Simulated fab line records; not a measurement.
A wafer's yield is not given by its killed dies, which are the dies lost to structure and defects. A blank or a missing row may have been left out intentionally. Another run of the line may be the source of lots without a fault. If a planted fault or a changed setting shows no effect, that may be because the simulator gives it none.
Comparing a struck lot with a sound one | flow nandHarc | 15 steps out of a route of 1302
Sound: the wafers L645.1, L645.3, L645.6. Struck: wafers L665.1, L665.4, L665.6. The cause is given at the end.
Each step with rows lists, per side, the tool, then ch with its chambers, then its first start. Under that, the readings that differ: sound wafers | struck wafers | difference of the means | sigmas: that difference in standard deviations of wafers without a fault.
alike: a reading whose means differ by less than 2 such deviations, as well as words and numbers matching on both sides. not compared: withheld readings; readings where some wafer has no value; bounds like >300 that might hide an equal value; numbers whose values overlap and for which the record gives no deviation.
The two part at a step that has a row with sigmas, a row that says differs or no value, or rows on one side only. When numbers do not overlap yet have no deviation, they are printed without sigmas and do not part them. A reading that every wafer of one side lacks parts them only if that side has two wafers or more.

first, 6 steps without rows for these wafers: NHARC_P_CONTACT_COAT_06 (resist thk 90 nm); NHARC_P_CONTACT_SOFTBAKE_07 (time 55 s); NHARC_P_CONTACT_EBR_08; NHARC_P_CONTACT_EXPOSE_09 (exposes mask P CA, target cd 90 nm); NHARC_P_CONTACT_PEB_10 (peb time 65 s); NHARC_P_CONTACT_DEVELOP_11 (develop time 35 s).
NHARC_P_CONTACT_CD_MEAS_12: target cd 90 nm.
  sound on cdSem-03 ch 0, day 6 14:17; struck on cdSem-03 ch 0, day 14 21:21
  alike: cdNm
NHARC_P_CONTACT_OVL_MEAS_13:
  sound on overlay-01, day 6 14:22; struck on overlay-01, day 14 21:26
  alike: overlayXNm, overlayYNm
NHARC_P_CONTACT_INSPECT_14:
  sound on defectInspect-01, day 6 14:25; struck on defectInspect-02, day 14 21:29
  alike: rawDefectCount
NHARC_P_CONTACT_DESCUM_17: chemistry O2, time 3 s.
  sound on rieDiel-11 ch 1,2,3, day 6 14:29; struck on rieDiel-11 ch 0,1,3, day 14 21:33
  alike: drypumpMotorCurrentA, oesProductAu, rfVppV, showerheadPlenumPTorr, throttleValvePct
  not compared: rfHoursCounterH
NHARC_P_CONTACT_ETCH_35: etches the open film in CF4, target depth 39 nm, time 65 s.
  sound on rieDiel-11 ch 1,2, day 6 14:33; struck on rieDiel-11 ch 0,3, day 14 21:37
  alike: biasW, cf4FlowSccm, drypumpMotorCurrentA, oesProductAu, rfVppV, showerheadPlenumPTorr, throttleValvePct
  not compared: rfHoursCounterH
NHARC_P_CONTACT_ETCH_36: etches the open film in N2/H2, target depth 260 nm, time 406.25 s.
  sound: rieDiel-11 ch 1,2,3; struck: rieDiel-11 ch 0,1,2
  alike: biasW, chamberPressureMTorr, drypumpMotorCurrentA, oesProductAu, rfVppV, showerheadPlenumPTorr, throttleValvePct
  not compared: rfHoursCounterH
NHARC_P_CONTACT_ETCH_18: etches the open film in C4F8/O2/Ar, target depth 481 nm, time 240.5 s.
  sound on rieDiel-11 ch 0,1, day 6 14:58; struck on rieDiel-11 ch 0,3, day 14 22:02
  no value came back on the struck wafers for biasW (W), chamberPressureMTorr (mTorr), oesProductAu (a.u.), rfVppV (V); on the sound wafers biasW (W) reads 1493 1499 1484
  not compared: rfHoursCounterH
then, 1 step without rows for these wafers: NHARC_P_CONTACT_STRIP_37 (strips in C4F8/O2/Ar).
-- record jumps: 19 days between struck wafers' starts before vs after; left off in module P_CONTACT, resumes in module END, first step shown is number 1302 of the route --
NHARC_END_SORT_01:
  the record has rows for the struck wafers here (prober-01 ch 0, day 33 18:52) and none for the sound ones

## WHERE THEY PART
First at NHARC_P_CONTACT_ETCH_18; last, within this record, at NHARC_END_SORT_01.

WHY: the cause the simulator had injected
Beginning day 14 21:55, the whole step at NHARC_P_CONTACT_ETCH_18 was skipped on rieDiel-11. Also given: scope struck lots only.
